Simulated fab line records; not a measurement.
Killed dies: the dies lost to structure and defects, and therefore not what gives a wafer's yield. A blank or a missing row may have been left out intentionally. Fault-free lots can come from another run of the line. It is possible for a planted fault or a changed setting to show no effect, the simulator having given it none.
fab line records	flow nand-harc
record: lots: 13	wafers: 37	last-day: 33
route steps=1302 shown P_ZERO_WELL@31 P_STI@78
lots that met no fault: taken from a fault-free run of the same line
start-h: the number of hours between the record's first day and the start of the first shown wafer of the lot	wait-h: hours since the lot's step before	" unchanged from the row above	L1.1+2: several wafers, shown together as one row	- either no value or no given start	* or withheld: withheld	< > ~ a bound
route shown NAME@n: a module of which the file shows steps, and the number in the route of the first	usual: mean/standard deviation of fault-free wafers	same: alike in all rows	chamber/n: place in a boat	sites: the reading at each site	_std_site: how widely they spread, as a standard deviation	_edge_site: inner sites' mean taken away from outer sites' mean	radius-mm: for every site, how far away it sits from the centre of the wafer	mask NAME#n: copy n	behind: the last tool/chamber to shape the wafer	hold: what put the lot on hold/how long, in hours/how the hold closed	device: whichever transistor did not switch (one of n, p or np)	end of line: tests run on the same wafers once the route is complete	a step without rows: its recipe alone	killed: dies lost to structure and defects at the first sort, not the wafer's yield	map: the dies of a wafer, with x for killed, . for not killed, _ for no die there
set.NAME: the setting that was run; set.NAME@STEP: the one run at that earlier step	model.NAME: the simulator's own value behind a step, which no gauge read
steps of the route over a sample of lots; a table a step, a row a wafer
services: a tool's chamber out of use, with start hour (start-h, from the record's first day; less than 0 if before it), hours out, and reason
== steps ==
step: NHARC_P_ZERO_WELL_DESCUM_26
recipe: time-s: 3	o2-flow-sccm: 200	ar-flow-sccm: 0	bias-power-w: 0	chemistry: O2
usual: drypump-motor-current-A: 5.8/0.46	oes-product-au: 1.003/0.011	rf-vpp-V: 57.7/0.9	showerhead-plenum-p-Torr: 1.91/0.11	throttle-valve-pct: 11.310/0.0084
lot.wafer	tool	chamber	start-h	wait-h	drypump-motor-current-A	oes-product-au	rf-hours-counter-h	rf-vpp-V	showerhead-plenum-p-Torr	throttle-valve-pct
L306.1	rie-diel-01	2	22.62	-	6.5	1.007	60	57.9	1.91	11.316
L306.3	"	3	"	"	5.3	0.992	58	57.7	1.98	11.310
L306.5	"	2	"	"	6.6	1.007	-	56.7	1.91	11.317
L307.2	rie-diel-13	1	32.75	-	6.5	1.000	12	58.0	1.79	11.315
L307.3	"	2	"	"	5.4	0.999	12	57.8	1.87	11.316
L307.4	"	0	"	"	5.9	1.014	13	57.5	2.07	11.309
L308.3	rie-diel-04	0	42.78	-	5.5	0.998	12	57.7	1.97	11.301
L308.1	"	2	"	"	5.7	0.997	10	58.2	1.89	11.310
L308.4	"	3	"	"	6.2	1.017	12	58.2	1.78	11.302
L309.2	rie-diel-01	2	52.77	-	6.5	0.995	6	56.4	1.91	11.321
L309.6	"	3	"	"	5.3	1.023	-	58.3	1.98	11.319
L309.5	"	0	"	"	5.1	1.021	-	59.3	2.07	11.308
L310.3	rie-diel-13	1	62.67	-	6.5	1.004	23	55.9	1.78	11.309
L310.1	"	2	"	"	5.4	1.014	22	57.5	1.87	11.302
L310.2	"	0	"	"	5.9	1.005	25	57.6	2.07	11.293
L312.1	rie-diel-13	3	82.49	-	5.9	0.992	29	57.1	1.79	11.282
L312.4	"	2	"	"	5.4	1.000	26	57.2	1.87	11.318
L312.6	"	3	"	"	5.8	0.997	-	55.9	1.79	11.305
L313.3	rie-diel-13	0	92.74	-	5.9	1.019	32	58.3	2.06	11.300
L316.1	rie-diel-13	1	122.73	-	6.5	1.004	40	56.7	1.78	11.307
L316.2	"	3	"	"	5.9	0.995	39	55.8	1.79	11.316
L316.4	"	0	"	"	5.9	1.012	41	59.6	2.06	11.310
L323.2	rie-diel-01	2	192.94	-	6.5	1.007	49	58.5	1.89	11.306
L323.5	"	3	"	"	5.3	0.991	-	56.9	1.97	11.307
L323.6	"	0	"	"	5.1	1.012	-	58.6	2.06	11.319
L324.3	rie-diel-13	3	202.75	-	5.9	0.971	8	56.2	1.78	11.301
L324.1	"	0	"	"	5.9	1.016	9	57.7	2.05	11.325
L324.6	"	2	"	"	5.4	0.992	-	57.0	1.86	11.305
L325.3	rie-diel-04	3	213.12	-	6.2	0.996	10	57.6	2.07	11.292
L325.4	"	1	"	"	6.1	1.010	7	57.1	1.85	11.316
L325.5	"	2	"	"	5.6	0.996	-	56.8	1.87	11.295
L327.1	rie-diel-13	0	232.65	-	6.0	0.996	20	57.7	2.05	11.316
L327.3	"	1	"	"	6.5	0.992	22	56.3	1.77	11.320
L327.2	"	3	"	"	5.9	0.986	17	57.1	1.78	11.311
L329.4	rie-diel-13	3	254.64	-	5.8	0.978	26	56.7	1.78	11.316
L329.1	"	1	"	"	6.5	0.986	31	56.6	1.77	11.329
L329.5	"	0	"	"	5.9	1.001	-	57.8	2.05	11.303
step: NHARC_P_ZERO_WELL_CD_MEAS_37
recipe: target-cd-nm: 720	landing-energy-ev: 500
usual: cd-nm: 719.7/2.6
lot.wafer	tool	chamber	start-h	wait-h	cd-nm
L306.1	cd-sem-01	0	23.97	-	718.2
L306.3	"	0	"	"	717.0
L306.5	"	0	"	"	717.1
L307.2	cd-sem-03	0	34.23	-	717.3
L307.3	"	0	"	"	719.1
L307.4	"	0	"	"	712.4
L308.1	cd-sem-01	0	44.24	-	718.8
L308.3	"	0	"	"	719.9
L308.4	"	0	"	"	712.7
L309.2	cd-sem-01	0	54.22	-	720.3
L309.5	"	0	"	"	721.5
L309.6	"	0	"	"	722.3
L310.1	cd-sem-02	0	64.02	-	721.7
L310.2	"	0	"	"	721.9
L310.3	"	0	"	"	718.6
L312.1	cd-sem-03	0	83.97	-	721.1
L312.4	"	0	"	"	719.2
L312.6	"	0	"	"	721.4
L313.3	cd-sem-02	0	94.09	-	720.0
L316.1	cd-sem-01	0	124.07	-	720.2
L316.2	"	0	"	"	719.5
L316.4	"	0	"	"	719.2
L323.2	cd-sem-02	0	194.39	-	725.3
L323.5	"	0	"	"	722.3
L323.6	"	0	"	"	723.4
L324.1	cd-sem-02	0	204.23	-	721.2
L324.3	"	0	"	"	718.7
L324.6	"	0	"	"	721.5
L325.3	cd-sem-02	0	214.52	-	713.8
L325.4	"	0	"	"	719.9
L325.5	"	0	"	"	718.4
L327.1	cd-sem-03	0	234.12	-	718.8
L327.2	"	0	"	"	721.0
L327.3	"	0	"	"	719.4
L329.1	cd-sem-03	0	256.14	-	720.3
L329.4	"	0	"	"	722.5
L329.5	"	0	"	"	719.8
step: NHARC_P_STI_SOFTBAKE_04
recipe: temp-c: 125	time-s: 70
usual: heater-power-total-W: 200.6/1.3
lot.wafer	tool	chamber	start-h	wait-h	heater-power-total-W
L306.1	litho-track-07	0	44	-	200.3
L306.3	"	0	"	"	199.7
L306.5	"	0	"	"	201.6
L307.2	litho-track-05	0	53	-	201.1
L307.3	"	0	"	"	199.7
L307.4	"	0	"	"	199.6
L308.1	litho-track-07	0	62	-	201.9
L308.3	"	0	"	"	200.2
L308.4	"	0	"	"	199.9
L309.2	litho-track-07	0	74	-	201.2
L309.5	"	0	"	"	202.5
L309.6	"	0	"	"	199.9
L310.1	litho-track-07	0	85	-	200.0
L310.2	"	0	"	"	199.4
L310.3	"	0	"	"	198.8
L312.1	litho-track-07	0	101	-	201.3
L312.4	"	0	"	"	202.6
L312.6	"	0	"	"	199.1
L313.3	litho-track-07	0	117	-	207.3
L316.1	litho-track-03	0	142	-	199.4
L316.2	"	0	"	"	199.2
L316.4	"	0	"	"	199.9
L323.2	litho-track-07	0	212	-	202.0
L323.5	"	0	"	"	201.3
L323.6	"	0	"	"	198.8
L324.1	litho-track-05	0	224	-	200.8
L324.3	"	0	"	"	200.8
L324.6	"	0	"	"	199.0
L325.3	litho-track-07	0	235	-	200.4
L325.4	"	0	"	"	199.2
L325.5	"	0	"	"	201.1
L327.1	litho-track-03	0	254	-	201.5
L327.2	"	0	"	"	199.2
L327.3	"	0	"	"	199.6
L329.1	litho-track-05	0	277	-	202.5
L329.4	"	0	"	"	202.5
L329.5	"	0	"	"	202.8
step: NHARC_P_STI_INSPECT_11
usual: raw-defect-count: 5.5/2.9
lot.wafer	tool	chamber	start-h	wait-h	raw-defect-count
L306.1	defect-inspect-02	-	44.77	0.0	9
L306.3	"	-	"	"	6
L306.5	"	-	"	"	6
L307.2	defect-inspect-02	-	53.82	0.0	2
L307.3	"	-	"	"	6
L307.4	"	-	"	"	10
L308.1	defect-inspect-02	-	62.48	0.0	6
L308.3	"	-	"	"	8
L308.4	"	-	"	"	4
L309.2	defect-inspect-02	-	74.85	0.0	5
L309.5	"	-	"	"	7
L309.6	"	-	"	"	8
L310.1	defect-inspect-02	-	86.12	0.0	5
L310.2	"	-	"	"	7
L310.3	"	-	"	"	6
L312.1	defect-inspect-01	-	101.89	0.0	6
L312.4	"	-	"	"	5
L312.6	"	-	"	"	6
L313.3	defect-inspect-01	-	118.10	0.0	2
L316.1	defect-inspect-01	-	142.68	0.0	3
L316.2	"	-	"	"	0
L316.4	"	-	"	"	3
L323.2	defect-inspect-02	-	212.98	0.0	3
L323.5	"	-	"	"	3
L323.6	"	-	"	"	5
L324.1	defect-inspect-01	-	225.04	0.0	0
L324.3	"	-	"	"	6
L324.6	"	-	"	"	5
L325.3	defect-inspect-01	-	236.19	0.0	5
L325.4	"	-	"	"	4
L325.5	"	-	"	"	8
L327.1	defect-inspect-01	-	255.32	0.0	3
L327.2	"	-	"	"	6
L327.3	"	-	"	"	2
L329.1	defect-inspect-01	-	277.64	0.0	9
L329.4	"	-	"	"	8
L329.5	"	-	"	"	10
== services ==
tool	chamber	start-h	hours	kind
rie-diel-04	-	0.90	9.0	pm
rie-diel-04	0	15.44	4.3	repair
rie-diel-13	0	21.50	-	clean
rie-diel-13	1	21.50	-	clean
rie-diel-13	2	21.50	-	clean
rie-diel-13	3	21.50	-	clean
rie-diel-01	-	26.83	9.0	pm
litho-track-07	-	40.69	-	consumable-replace:filter
rie-diel-13	0	46.00	-	clean
rie-diel-13	1	46.00	-	clean
litho-track-07	-	76.00	7.0	pm
litho-track-03	-	100.00	7.0	pm
rie-diel-01	0	106.82	6.2	repair
litho-track-05	-	124.01	7.0	pm
rie-diel-01	2	141.89	8.3	repair
rie-diel-01	3	152.32	6.0	repair
rie-diel-04	-	161.00	1.7	repair
rie-diel-13	-	165.00	9.0	pm
rie-diel-04	-	177.90	9.0	pm
rie-diel-01	-	205.24	9.0	pm
rie-diel-13	3	211.57	1.3	repair
rie-diel-13	-	223.40	0.1	repair
litho-track-07	-	251.00	7.0	pm
litho-track-03	-	275.00	7.0	pm
== key ==
first-sign: step: NHARC_P_STI_SOFTBAKE_04	reading: heater-power-total-W	direction: up	sigmas: 5.2	usual: *	struck: *
effect none on later readings
met-at NHARC_P_STI_SOFTBAKE_04
struck-lots L313
tester-left-out L313
not-acting-at NHARC_P_ZERO_WELL_DESCUM_26,NHARC_P_ZERO_WELL_CD_MEAS_37,NHARC_P_STI_INSPECT_11
onset-between 101 117
fault: kind: process-parameter-drift	tool: litho-track-07	chamber: -	onset-h: 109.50	steps: NHARC_P_STI_SOFTBAKE_04	channel: time-s	offset: *	shape: step	end-h: 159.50	acts-in: *	stated: *
tester-left-out: of these lots the tester's yield and bins aren't shown, on N5 and GAA mostly nor the transistor test; their killed dies are dies lost to structure and defects alone, not to doping, threshold or leakage, so they don't give the yield
